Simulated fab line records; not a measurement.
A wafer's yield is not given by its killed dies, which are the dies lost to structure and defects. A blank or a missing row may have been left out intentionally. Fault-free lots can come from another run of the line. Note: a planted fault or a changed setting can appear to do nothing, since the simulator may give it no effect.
What tool caused it? || flow n5-finfet || Sampling: 24 lots, 72 wafers, 4 of 1938 route steps

== WHAT THE GAUGES READ, wafer by wafer ==
N5_FIN_SAQP_THK_MEAS_07.
{"lot": "L074", "measured": "day 1 21:07", "on": "film-metro-02", "thk-nm (nm)": "58.3 58.8 58.7"}
{"lot": "L075", "measured": "day 2 02:54", "on": "film-metro-01", "thk-nm (nm)": "59.2 60.5 60.0"}
{"lot": "L076", "measured": "day 2 09:43", "on": "film-metro-02", "thk-nm (nm)": "60.2 59.6 60.9"}
{"lot": "L077", "measured": "day 2 16:19", "on": "film-metro-01", "thk-nm (nm)": "58.7 60.0 59.4"}
{"lot": "L078", "measured": "day 2 23:37", "on": "film-metro-01", "thk-nm (nm)": "59.3 59.7 60.4"}
{"lot": "L079", "measured": "day 3 05:20", "on": "film-metro-02", "thk-nm (nm)": "59.7 59.4 60.7"}
{"lot": "L080", "measured": "day 3 11:37", "on": "film-metro-01", "thk-nm (nm)": "61.1 60.7 61.0"}
{"lot": "L081", "measured": "day 3 18:58", "on": "film-metro-02", "thk-nm (nm)": "60.1 59.9 60.9"}
{"lot": "L082", "measured": "day 3 23:01", "on": "film-metro-01", "thk-nm (nm)": "59.0 59.0 59.6"}
{"lot": "L083", "measured": "day 4 03:21", "on": "film-metro-02", "thk-nm (nm)": "60.0 60.1 60.6"}
{"lot": "L084", "measured": "day 4 08:57", "on": "film-metro-01", "thk-nm (nm)": "59.9 61.7 60.8"}
{"lot": "L085", "measured": "day 4 15:05", "on": "film-metro-01", "thk-nm (nm)": "59.5 58.5 60.1"}
{"lot": "L086", "measured": "day 4 21:00", "on": "film-metro-02", "thk-nm (nm)": "60.6 61.7 60.0"}
{"lot": "L087", "measured": "day 5 03:23", "on": "film-metro-01", "thk-nm (nm)": "59.9 60.5 61.3"}
{"lot": "L088", "measured": "day 5 08:54", "on": "film-metro-02", "thk-nm (nm)": "58.8 59.8 60.1"}
{"lot": "L089", "measured": "day 5 18:16", "on": "film-metro-01", "thk-nm (nm)": "59.2 59.6 60.4"}
{"lot": "L090", "measured": "day 5 22:45", "on": "film-metro-02", "thk-nm (nm)": "59.7 60.6 61.1"}
{"lot": "L091", "measured": "day 6 03:32", "on": "film-metro-01", "thk-nm (nm)": "58.8 59.3 59.4"}
{"lot": "L092", "measured": "day 6 09:51", "on": "film-metro-01", "thk-nm (nm)": "58.6 59.5 60.0"}
{"lot": "L093", "measured": "day 6 16:35", "on": "film-metro-01", "thk-nm (nm)": "59.7 59.1 61.0"}
{"lot": "L094", "measured": "day 6 22:59", "on": "film-metro-02", "thk-nm (nm)": "59.6 60.4 60.5"}
{"lot": "L095", "measured": "day 7 03:07", "on": "film-metro-02", "thk-nm (nm)": "58.8 59.0 60.0"}
{"lot": "L096", "measured": "day 7 10:14", "on": "film-metro-01", "thk-nm (nm)": "59.3 58.3 60.3"}
{"lot": "L097", "measured": "day 7 16:12", "on": "film-metro-02", "thk-nm (nm)": "60.1 60.4 60.7"}

N5_FIN_SAQP_OVL_MEAS_17.
{"lot": "L074", "measured": "day 1 21:31", "on": "overlay-02", "FIN_CORE_OVL (nm)": "0.2 0.0 0.0"}
{"lot": "L075", "measured": "day 2 03:18", "on": "overlay-01", "FIN_CORE_OVL (nm)": "1.5 0.1 0.1"}
{"lot": "L076", "measured": "day 2 10:08", "on": "overlay-02", "FIN_CORE_OVL (nm)": "0.1 0.5 1.3"}
{"lot": "L077", "measured": "day 2 16:50", "on": "overlay-02", "FIN_CORE_OVL (nm)": "0.3 0.2 -0.7"}
{"lot": "L078", "measured": "day 3 00:08", "on": "overlay-02", "FIN_CORE_OVL (nm)": "0.9 0.4 0.2"}
{"lot": "L079", "measured": "day 3 05:52", "on": "overlay-01", "FIN_CORE_OVL (nm)": "0.2 -0.1 -0.6"}
{"lot": "L080", "measured": "day 3 12:09", "on": "overlay-02", "FIN_CORE_OVL (nm)": "0.1 1.6 1.2"}
{"lot": "L081", "measured": "day 3 19:22", "on": "overlay-01", "FIN_CORE_OVL (nm)": "1.4 1.3 0.4"}
{"lot": "L082", "measured": "day 3 23:25", "on": "overlay-02", "FIN_CORE_OVL (nm)": "0.8 0.0 0.7"}
{"lot": "L083", "measured": "day 4 03:53", "on": "overlay-01", "FIN_CORE_OVL (nm)": "0.0 -0.4 0.2"}
{"lot": "L084", "measured": "day 4 09:21", "on": "overlay-02", "FIN_CORE_OVL (nm)": "0.1 0.9 0.2"}
{"lot": "L085", "measured": "day 4 15:29", "on": "overlay-02", "FIN_CORE_OVL (nm)": "0.0 0.3 1.2"}
{"lot": "L086", "measured": "day 4 21:23", "on": "overlay-02", "FIN_CORE_OVL (nm)": "-0.4 0.4 -1.0"}
{"lot": "L087", "measured": "day 5 03:54", "on": "overlay-01", "FIN_CORE_OVL (nm)": "0.2 0.9 -0.6"}
{"lot": "L088", "measured": "day 5 09:25", "on": "overlay-02", "FIN_CORE_OVL (nm)": "-0.4 -0.7 0.8"}
{"lot": "L089", "measured": "day 5 18:48", "on": "overlay-01", "FIN_CORE_OVL (nm)": "-1.0 1.2 0.8"}
{"lot": "L090", "measured": "day 5 23:08", "on": "overlay-02", "FIN_CORE_OVL (nm)": "-0.2 1.2 0.0"}
{"lot": "L091", "measured": "day 6 04:04", "on": "overlay-02", "FIN_CORE_OVL (nm)": "-0.4 -0.5 -0.1"}
{"lot": "L092", "measured": "day 6 10:22", "on": "overlay-01", "FIN_CORE_OVL (nm)": "1.2 1.4 0.2"}
{"lot": "L093", "measured": "day 6 17:07", "on": "overlay-01", "FIN_CORE_OVL (nm)": "-0.8 0.4 0.3"}
{"lot": "L094", "measured": "day 6 23:23", "on": "overlay-02", "FIN_CORE_OVL (nm)": "0.1 0.7 -1.4"}
{"lot": "L095", "measured": "day 7 03:38", "on": "overlay-01", "FIN_CORE_OVL (nm)": "0.1 -0.2 -0.5"}
{"lot": "L096", "measured": "day 7 10:46", "on": "overlay-02", "FIN_CORE_OVL (nm)": "0.3 -1.9 -0.7"}
{"lot": "L097", "measured": "day 7 16:43", "on": "overlay-01", "FIN_CORE_OVL (nm)": "0.2 0.3 0.7"}

== WHICH TOOL RAN EACH LOT (tool, then ch and the chambers of the sampled wafers, then the start) ==
{"lot": "L074", "N5_PMOS_HMC_CHANNEL_EPI_ETCH_38": "rie-si-05 ch 0,2,3, day 1 17:58", "N5_FIN_SAQP_ALD_61": "ald-sin-01 ch 1,2, day 1 20:25"}
{"lot": "L075", "N5_PMOS_HMC_CHANNEL_EPI_ETCH_38": "rie-si-01 ch 0,1,2, day 1 23:34", "N5_FIN_SAQP_ALD_61": "ald-sin-03 ch 1,2, day 2 02:00"}
{"lot": "L076", "N5_PMOS_HMC_CHANNEL_EPI_ETCH_38": "rie-si-01 ch 1,2, day 2 05:58", "N5_FIN_SAQP_ALD_61": "ald-sin-03 ch 0,3, day 2 08:59"}
{"lot": "L077", "N5_PMOS_HMC_CHANNEL_EPI_ETCH_38": "rie-si-03 ch 2,3, day 2 12:06", "N5_FIN_SAQP_ALD_61": "ald-sin-03 ch 0,1,3, day 2 15:35"}
{"lot": "L078", "N5_PMOS_HMC_CHANNEL_EPI_ETCH_38": "rie-si-01 ch 0,1, day 2 20:03", "N5_FIN_SAQP_ALD_61": "ald-sin-03 ch 0,1,3, day 2 22:55"}
{"lot": "L079", "N5_PMOS_HMC_CHANNEL_EPI_ETCH_38": "rie-si-03 ch 0,2, day 3 02:08", "N5_FIN_SAQP_ALD_61": "ald-sin-03 ch 0,2,3, day 3 04:38"}
{"lot": "L080", "N5_PMOS_HMC_CHANNEL_EPI_ETCH_38": "rie-si-03 ch 0,2,3, day 3 07:05", "N5_FIN_SAQP_ALD_61": "ald-sin-03 ch 0,2,3, day 3 10:48"}
{"lot": "L081", "N5_PMOS_HMC_CHANNEL_EPI_ETCH_38": "rie-si-01 ch 1,2,3, day 3 14:14", "N5_FIN_SAQP_ALD_61": "ald-sin-03 ch 1,2,3, day 3 18:15"}
{"lot": "L082", "N5_PMOS_HMC_CHANNEL_EPI_ETCH_38": "rie-si-01 ch 0,2, day 3 19:32", "N5_FIN_SAQP_ALD_61": "ald-sin-02 ch 0,1,2, day 3 22:19"}
{"lot": "L083", "N5_PMOS_HMC_CHANNEL_EPI_ETCH_38": "rie-si-05 ch 0,1,2, day 4 00:05", "N5_FIN_SAQP_ALD_61": "ald-sin-03 ch 0,1,3, day 4 02:31"}
{"lot": "L084", "N5_PMOS_HMC_CHANNEL_EPI_ETCH_38": "rie-si-01 ch 1,3, day 4 05:37", "N5_FIN_SAQP_ALD_61": "ald-sin-01 ch 1,3, day 4 08:14"}
{"lot": "L085", "N5_PMOS_HMC_CHANNEL_EPI_ETCH_38": "rie-si-03 ch 2,3, day 4 11:53", "N5_FIN_SAQP_ALD_61": "ald-sin-03 ch 0,2,3, day 4 14:18"}
{"lot": "L086", "N5_PMOS_HMC_CHANNEL_EPI_ETCH_38": "rie-si-05 ch 0,1,3, day 4 17:42", "N5_FIN_SAQP_ALD_61": "ald-sin-02 ch 1,2, day 4 20:11"}
{"lot": "L087", "N5_PMOS_HMC_CHANNEL_EPI_ETCH_38": "rie-si-01 ch 1,2,3, day 4 23:46", "N5_FIN_SAQP_ALD_61": "ald-sin-03 ch 0,2,3, day 5 02:40"}
{"lot": "L088", "N5_PMOS_HMC_CHANNEL_EPI_ETCH_38": "rie-si-03 ch 0,2, day 5 05:34", "N5_FIN_SAQP_ALD_61": "ald-sin-03 ch 1,2, day 5 08:05"}
{"lot": "L089", "N5_PMOS_HMC_CHANNEL_EPI_ETCH_38": "rie-si-03 ch 0,3, day 5 14:43", "N5_FIN_SAQP_ALD_61": "ald-sin-03 ch 2,3, day 5 17:34"}
{"lot": "L090", "N5_PMOS_HMC_CHANNEL_EPI_ETCH_38": "rie-si-05 ch 0,1,3, day 5 19:22", "N5_FIN_SAQP_ALD_61": "ald-sin-03 ch 1,2,3, day 5 21:54"}
{"lot": "L091", "N5_PMOS_HMC_CHANNEL_EPI_ETCH_38": "rie-si-03 ch 0,2,3, day 6 00:23", "N5_FIN_SAQP_ALD_61": "ald-sin-02 ch 0,1,2, day 6 02:50"}
{"lot": "L092", "N5_PMOS_HMC_CHANNEL_EPI_ETCH_38": "rie-si-05 ch 0,2,3, day 6 06:37", "N5_FIN_SAQP_ALD_61": "ald-sin-03 ch 1,2,3, day 6 09:08"}
{"lot": "L093", "N5_PMOS_HMC_CHANNEL_EPI_ETCH_38": "rie-si-03 ch 1,2,3, day 6 12:19", "N5_FIN_SAQP_ALD_61": "ald-sin-02 ch 0,1,2, day 6 15:52"}
{"lot": "L094", "N5_PMOS_HMC_CHANNEL_EPI_ETCH_38": "rie-si-03 ch 0,2,3, day 6 18:36", "N5_FIN_SAQP_ALD_61": "ald-sin-01 ch 0,1, day 6 22:16"}
{"lot": "L095", "N5_PMOS_HMC_CHANNEL_EPI_ETCH_38": "rie-si-01 ch 0,1,3, day 6 23:52", "N5_FIN_SAQP_ALD_61": "ald-sin-03 ch 0,1,2, day 7 02:24"}
{"lot": "L096", "N5_PMOS_HMC_CHANNEL_EPI_ETCH_38": "rie-si-01 ch 0,2,3, day 7 07:06", "N5_FIN_SAQP_ALD_61": "ald-sin-03 ch 1,2,3, day 7 09:32"}
{"lot": "L097", "N5_PMOS_HMC_CHANNEL_EPI_ETCH_38": "rie-si-03 ch 1,3, day 7 12:20", "N5_FIN_SAQP_ALD_61": "ald-sin-01 ch 0,1,2, day 7 15:29"}
- N5_PMOS_HMC_CHANNEL_EPI_ETCH_38: etches SiO2 in CF4, target depth 1.5 nm.
- N5_FIN_SAQP_ALD_61: deposits SiO2, target thk 4 nm, pulse time 1 s, purge time 2 s.

== AS READ BY THE TOOLS THEMSELVES (means over the sampled wafers that have a number; for cases with no such wafer, the mark the record gives instead) ==
N5_PMOS_HMC_CHANNEL_EPI_ETCH_38.
{"lot": "L074", "tool": "rie-si-05", "drypump-motor-current-A (A)": 6.3, "oes-product-au (a.u.)": 0.997, "rf-fwd-power-W (W)": 781, "throttle-valve-pct (%)": 21.66}
{"lot": "L075", "tool": "rie-si-01", "drypump-motor-current-A (A)": 5.9, "oes-product-au (a.u.)": 0.998, "rf-fwd-power-W (W)": 783, "throttle-valve-pct (%)": 21.66}
{"lot": "L076", "tool": "rie-si-01", "drypump-motor-current-A (A)": 5.7, "oes-product-au (a.u.)": 0.993, "rf-fwd-power-W (W)": 787, "throttle-valve-pct (%)": 21.62}
{"lot": "L077", "tool": "rie-si-03", "drypump-motor-current-A (A)": 5.2, "oes-product-au (a.u.)": 1.014, "rf-fwd-power-W (W)": 781, "throttle-valve-pct (%)": 22.07}
{"lot": "L078", "tool": "rie-si-01", "drypump-motor-current-A (A)": 6.0, "oes-product-au (a.u.)": 1.005, "rf-fwd-power-W (W)": 784, "throttle-valve-pct (%)": 21.65}
{"lot": "L079", "tool": "rie-si-03", "drypump-motor-current-A (A)": 6.0, "oes-product-au (a.u.)": 1.026, "rf-fwd-power-W (W)": 782, "throttle-valve-pct (%)": 21.78}
{"lot": "L080", "tool": "rie-si-03", "drypump-motor-current-A (A)": 5.5, "oes-product-au (a.u.)": 1.024, "rf-fwd-power-W (W)": 784, "throttle-valve-pct (%)": 21.87}
{"lot": "L081", "tool": "rie-si-01", "drypump-motor-current-A (A)": 5.5, "oes-product-au (a.u.)": 0.993, "rf-fwd-power-W (W)": 782, "throttle-valve-pct (%)": 21.63}
{"lot": "L082", "tool": "rie-si-01", "drypump-motor-current-A (A)": 5.9, "oes-product-au (a.u.)": 1.003, "rf-fwd-power-W (W)": 788, "throttle-valve-pct (%)": 21.74}
{"lot": "L083", "tool": "rie-si-05", "drypump-motor-current-A (A)": 5.9, "oes-product-au (a.u.)": 1.017, "rf-fwd-power-W (W)": 783, "throttle-valve-pct (%)": 21.68}
{"lot": "L084", "tool": "rie-si-01", "drypump-motor-current-A (A)": 5.2, "oes-product-au (a.u.)": 0.998, "rf-fwd-power-W (W)": 782, "throttle-valve-pct (%)": 21.55}
{"lot": "L085", "tool": "rie-si-03", "drypump-motor-current-A (A)": 5.1, "oes-product-au (a.u.)": 1.030, "rf-fwd-power-W (W)": 781, "throttle-valve-pct (%)": 21.94}
{"lot": "L086", "tool": "rie-si-05", "drypump-motor-current-A (A)": 5.9, "oes-product-au (a.u.)": 0.996, "rf-fwd-power-W (W)": 786, "throttle-valve-pct (%)": 21.69}
{"lot": "L087", "tool": "rie-si-01", "drypump-motor-current-A (A)": 5.5, "oes-product-au (a.u.)": 0.994, "rf-fwd-power-W (W)": 781, "throttle-valve-pct (%)": 21.63}
{"lot": "L088", "tool": "rie-si-03", "drypump-motor-current-A (A)": 6.0, "oes-product-au (a.u.)": 1.026, "rf-fwd-power-W (W)": 781, "throttle-valve-pct (%)": 21.79}
{"lot": "L089", "tool": "rie-si-03", "drypump-motor-current-A (A)": 5.4, "oes-product-au (a.u.)": 1.042, "rf-fwd-power-W (W)": 782, "throttle-valve-pct (%)": 21.73}
{"lot": "L090", "tool": "rie-si-05", "drypump-motor-current-A (A)": 5.8, "oes-product-au (a.u.)": 1.000, "rf-fwd-power-W (W)": 785, "throttle-valve-pct (%)": 21.67}
{"lot": "L091", "tool": "rie-si-03", "drypump-motor-current-A (A)": 5.6, "oes-product-au (a.u.)": 1.033, "rf-fwd-power-W (W)": 777, "throttle-valve-pct (%)": 21.86}
{"lot": "L092", "tool": "rie-si-05", "drypump-motor-current-A (A)": 6.3, "oes-product-au (a.u.)": 0.990, "rf-fwd-power-W (W)": 783, "throttle-valve-pct (%)": 21.66}
{"lot": "L093", "tool": "rie-si-03", "drypump-motor-current-A (A)": 5.2, "oes-product-au (a.u.)": 1.026, "rf-fwd-power-W (W)": 780, "throttle-valve-pct (%)": 22.11}
{"lot": "L094", "tool": "rie-si-03", "drypump-motor-current-A (A)": 5.5, "oes-product-au (a.u.)": 1.030, "rf-fwd-power-W (W)": 780, "throttle-valve-pct (%)": 21.86}
{"lot": "L095", "tool": "rie-si-01", "drypump-motor-current-A (A)": 5.6, "oes-product-au (a.u.)": 1.006, "rf-fwd-power-W (W)": 780, "throttle-valve-pct (%)": 21.59}
{"lot": "L096", "tool": "rie-si-01", "drypump-motor-current-A (A)": 5.7, "oes-product-au (a.u.)": 1.014, "rf-fwd-power-W (W)": 784, "throttle-valve-pct (%)": 21.67}
{"lot": "L097", "tool": "rie-si-03", "drypump-motor-current-A (A)": 5.2, "oes-product-au (a.u.)": 1.037, "rf-fwd-power-W (W)": 780, "throttle-valve-pct (%)": 22.15}

N5_FIN_SAQP_ALD_61.
{"lot": "L074", "tool": "ald-sin-01", "heater-power-w (W)": 456, "precursor-pulse-height-rel": 1.012}
{"lot": "L075", "tool": "ald-sin-03", "heater-power-w (W)": 442, "precursor-pulse-height-rel": 0.995}
{"lot": "L076", "tool": "ald-sin-03", "heater-power-w (W)": 524, "precursor-pulse-height-rel": 0.989}
{"lot": "L077", "tool": "ald-sin-03", "heater-power-w (W)": 473, "precursor-pulse-height-rel": 0.999}
{"lot": "L078", "tool": "ald-sin-03", "heater-power-w (W)": 478, "precursor-pulse-height-rel": 1.015}
{"lot": "L079", "tool": "ald-sin-03", "heater-power-w (W)": 481, "precursor-pulse-height-rel": 1.008}
{"lot": "L080", "tool": "ald-sin-03", "heater-power-w (W)": 474, "precursor-pulse-height-rel": 1.004}
{"lot": "L081", "tool": "ald-sin-03", "heater-power-w (W)": 431, "precursor-pulse-height-rel": 0.999}
{"lot": "L082", "tool": "ald-sin-02", "heater-power-w (W)": 514, "precursor-pulse-height-rel": 0.990}
{"lot": "L083", "tool": "ald-sin-03", "heater-power-w (W)": 468, "precursor-pulse-height-rel": 1.002}
{"lot": "L084", "tool": "ald-sin-01", "heater-power-w (W)": 400, "precursor-pulse-height-rel": 0.996}
{"lot": "L085", "tool": "ald-sin-03", "heater-power-w (W)": 474, "precursor-pulse-height-rel": 0.999}
{"lot": "L086", "tool": "ald-sin-02", "heater-power-w (W)": 486, "precursor-pulse-height-rel": 1.005}
{"lot": "L087", "tool": "ald-sin-03", "heater-power-w (W)": 483, "precursor-pulse-height-rel": 1.013}
{"lot": "L088", "tool": "ald-sin-03", "heater-power-w (W)": 441, "precursor-pulse-height-rel": 0.996}
{"lot": "L089", "tool": "ald-sin-03", "heater-power-w (W)": 453, "precursor-pulse-height-rel": 1.011}
{"lot": "L090", "tool": "ald-sin-03", "heater-power-w (W)": 441, "precursor-pulse-height-rel": 1.006}
{"lot": "L091", "tool": "ald-sin-02", "heater-power-w (W)": 509, "precursor-pulse-height-rel": 0.995}
{"lot": "L092", "tool": "ald-sin-03", "heater-power-w (W)": 440, "precursor-pulse-height-rel": 1.006}
{"lot": "L093", "tool": "ald-sin-02", "heater-power-w (W)": 514, "precursor-pulse-height-rel": 0.994}
{"lot": "L094", "tool": "ald-sin-01", "heater-power-w (W)": 505, "precursor-pulse-height-rel": 1.012}
{"lot": "L095", "tool": "ald-sin-03", "heater-power-w (W)": 477, "precursor-pulse-height-rel": 0.998}
{"lot": "L096", "tool": "ald-sin-03", "heater-power-w (W)": 439, "precursor-pulse-height-rel": 1.011}
{"lot": "L097", "tool": "ald-sin-01", "heater-power-w (W)": 492, "precursor-pulse-height-rel": 0.987}

== THE ANSWER, worked out from the rows above alone ==
Rule: the lots themselves supply what counts as usual. Put in order of their means at a reading, lots are off if they are a third of the lots or fewer, leave a main group of 4 or more, and stand apart from it by a gap of 3 or more times the standard deviation of the main group's means; of several such gaps the widest counts. The tables above print the reading to a certain number of digits; a main group whose means all agree to those digits is not used. A lot without any number at a reading at which 4 lots or more have one is off too. Any other lot the step has rows for is counted as sound. Order of review: gauges by route order, followed by the tools' own readings, for which a lot's mean as printed above is used. The first step at which some lot is off is used, and at that step the reading that is off furthest; a lot without a number counts as furthest.
Across all readings shown, no lot is off: no conclusion can be drawn from this.

== WHAT THE SIMULATOR HAD PUT IN ==
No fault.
